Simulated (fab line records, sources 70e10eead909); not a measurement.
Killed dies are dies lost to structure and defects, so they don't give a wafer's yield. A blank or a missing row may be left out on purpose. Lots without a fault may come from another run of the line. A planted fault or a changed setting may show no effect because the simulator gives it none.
Chamber matching | flow nand_harc | NHARC_A_WL_FILL_CMP_12 on cmp-01: 4 sister chambers
The step polishes, t overpolish 30 s, target thk 75 nm. 4 wafers are shown with their chamber, then 8 later ones without.

WAFERS WITH THEIR CHAMBER
wafer  | chamber | motor_current_A (A)
L454.5 | 1       | 12.0
L457.1 | 3       | 11.3
L457.6 | 0       | 12.0
L461.2 | 2       | 14.2

WAFERS WITHOUT THEIR CHAMBER
wafer  | motor_current_A (A)
L461.4 | 12.5
L461.5 | 12.5
L464.1 | 12.4
L464.4 | 12.3
L464.5 | 11.2
L465.1 | 11.8
L465.2 | 12.2
L465.4 | 13.2

WHICH CHAMBER EACH WENT THROUGH
wafer  | from the rows above               | in truth
L461.4 | can't be placed: 0 or 1 or 3      | 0
L461.5 | can't be placed: 0 or 1 or 3      | 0
L464.1 | can't be placed: 0 or 1 or 3      | 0
L464.4 | can't be placed: 0 or 1 or 3      | 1
L464.5 | can't be placed: 3 or 0 or 1      | 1
L465.1 | can't be placed: 0 or 1 or 3      | 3
L465.2 | can't be placed: 0 or 1 or 3      | 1
L465.4 | can't be placed: 2 or 0 or 1 or 3 | 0
Placed correctly: 0 of 8. Can't be placed from these rows: 8 (the true chamber is among the candidates in 8). Placed wrongly: 0.
How it was worked out, from the rows above alone: a wafer's distance from a chamber is the root of the sum, over the readings, of the square of ((its reading less the chamber's mean) divided by the reading's scatter). The wafer belongs to the nearest chamber; if the next one is less than 2 further off, it can't be placed. A chamber's mean is the mean of its shown wafers. The scatter: with one shown wafer a chamber, the root of the mean of the squares of how far each hidden wafer lies from its nearest shown one.
